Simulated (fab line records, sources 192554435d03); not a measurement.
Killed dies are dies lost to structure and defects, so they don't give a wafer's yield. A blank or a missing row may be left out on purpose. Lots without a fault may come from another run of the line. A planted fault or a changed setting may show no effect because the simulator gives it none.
Split-lot experiment | flow n5_finfet | 7 lots, 21 wafers read, on a route of 1938 steps

THE SPLIT
At N5_BEOL_M4_COAT_67 (time 60 s, resist thk 60 nm), the setting spin_rpm was moved away from the recipe's 1500 rpm on 6 of the 21 wafers read, by -9.3% to +4.7%. The other wafers ran this setting at the recipe's value.

FROM THE SPLIT TO THE READING: what the file shows between them, 9 steps
- N5_BEOL_M4_EXPOSE_25: exposes mask V3, defocus 5 nm (also split here: dose_mj)
- N5_BEOL_M4_PEB_26: peb time 60 s
- N5_BEOL_M4_DEVELOP_27: develop time 30 s
- N5_BEOL_M4_CD_MEAS_28: target cd 26.2 nm, target cd y 24.1 nm
- N5_BEOL_M4_ALD_98: deposits SiO2, target thk 2.5 nm, pulse time 1 s, co reactant pulse time 1 s
- N5_BEOL_M4_ETCHBACK_99: etches SiO2 in CHF3, target depth 5 nm, time 10.4 s
- N5_BEOL_M4_ETCH_70: etches SOC in N2/H2, target depth 80 nm, overetch 24 nm, time 130 s
- N5_BEOL_M4_STRIP_71: strips in N2/H2
- N5_BEOL_M4_STRIP_78: strips in N2/H2

THE READING
SOC_of_BEOL_M4_COAT_67.thk_nm (the simulator's own value, which no gauge read), in nm, at N5_BEOL_M4_VIA_ETCH_34 (etches the open film in C4F6/O2, target depth 69.4 nm, time 65.9 s). The file gives no usual value for it. The 15 wafers here that ran the recipe average 51.7 nm, standard deviation 0.14 nm.

wafer  | tool, chamber at the split | spin_rpm as run, rpm | against the recipe | SOC_of_BEOL_M4_COAT_67.thk_nm, nm | against lot-mates on the recipe
L077.1 | litho_track-04, 0          | 1500                 | recipe             | 51.8                              | -
L077.5 | litho_track-04, 0          | 1500                 | recipe             | 51.8                              | -
L077.2 | litho_track-04, 0          | 1500                 | recipe             | 51.6                              | -
L079.4 | litho_track-01, 0          | 1500                 | recipe             | 51.8                              | -
L079.6 | litho_track-01, 0          | 1500                 | recipe             | 51.8                              | -
L079.5 | litho_track-01, 0          | 1361                 | -9.3%              | 54.8                              | +3.0
L082.1 | litho_track-04, 0          | 1500                 | recipe             | 51.6                              | -
L082.5 | litho_track-04, 0          | 1500                 | recipe             | 51.6                              | -
L082.4 | litho_track-04, 0          | 1500                 | recipe             | 51.8                              | -
L086.1 | litho_track-04, 0          | 1570                 | +4.7%              | 50.6                              | -1.4
L086.3 | litho_track-04, 0          | 1500                 | recipe             | 52                                | -
L086.5 | litho_track-04, 0          | 1500                 | recipe             | 52                                | -
L087.2 | litho_track-01, 0          | 1500                 | recipe             | 51.6                              | -
L087.5 | litho_track-01, 0          | 1500                 | recipe             | 51.6                              | -
L087.3 | litho_track-01, 0          | 1543                 | +2.9%              | 50.6                              | -1.0
L093.1 | litho_track-04, 0          | 1500                 | recipe             | 51.8                              | -
L093.5 | litho_track-04, 0          | 1500                 | recipe             | 51.8                              | -
L093.6 | litho_track-04, 0          | 1560                 | +4.0%              | 50.8                              | -1.0
L097.1 | litho_track-05, 0          | 1404                 | -6.4%              | 53.8                              | +2.2
L097.4 | litho_track-05, 0          | 1404                 | -6.4%              | 53.4                              | +1.8
L097.6 | litho_track-05, 0          | 1500                 | recipe             | 51.6                              | -

THE FIT
A straight line over all 21 wafers: SOC_of_BEOL_M4_COAT_67.thk_nm changes by -0.301 nm for each +1% of spin_rpm; r = -0.98; the points scatter about the line by 0.18 nm.
The same after taking each lot's own level away (the mean of its wafers on the recipe; 21 wafers): -0.312 nm for each +1%; r = -0.99; scatter 0.11 nm.
On that fit, the largest move of spin_rpm shifts the reading by 2.9 nm.
The lots' own levels span 51.60 to 52.00 nm, that is 2.9 times the standard deviation above.
So the lot-to-lot level changes the slope little: the two slopes agree.
Check: with one of the wafers moved furthest among these (-9.3%) left out of the fit, the line predicts +2.84 nm for it against its lot-mates. It came out at +3 nm against them.

OTHER SPLITS ON THESE WAFERS
These wafers also went through other splits before the reading. Each is held against what the fit with the lots' levels taken away leaves over:
other split on the same wafers     | wafers away from the commonest value | r with SOC_of_BEOL_M4_COAT_67.thk_nm (lot level and that fit taken away)
N5_BEOL_M1_COAT_61 spin_rpm        | 8                                    | +0.22
N5_BEOL_M2_ETCH_69 bias_w          | 7                                    | -0.26
N5_BEOL_M2_TRENCH_ETCH_37 source_w | 5                                    | -0.24
N5_BEOL_M3_ETCH_70 bias_w          | 9                                    | -0.16
N5_BEOL_M4_EXPOSE_25 dose_mj       | 7                                    | +0.01

THE WHOLE CHAIN: every reading that the file lists as answering this split, in the file's order
step                   | what it does                                                        | reading                                                                        | change (the file's fit)               | r (the file's)
N5_BEOL_M4_COAT_67     | time 60 s, resist thk 60 nm                                         | SOC_of_BEOL_M4_COAT_67.thk_nm (the simulator's own value, which no gauge read) | -0.295 nm for each +1% of the setting | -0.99
N5_BEOL_M4_ETCH_70     | etches SOC in N2/H2, target depth 80 nm, overetch 24 nm, time 130 s | etch.depth_nm (the simulator's own value, which no gauge read)                 | -0.3 nm for each +1% of the setting   | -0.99
N5_BEOL_M4_VIA_ETCH_34 | etches the open film in C4F6/O2, target depth 69.4 nm, time 65.9 s  | SOC_of_BEOL_M4_COAT_67.thk_nm (the simulator's own value, which no gauge read) | -0.312 nm for each +1% of the setting | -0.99

THE FILE'S OWN FIT
SOC_of_BEOL_M4_COAT_67.thk_nm changes by -0.312 nm for each +1% of spin_rpm, r = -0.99.
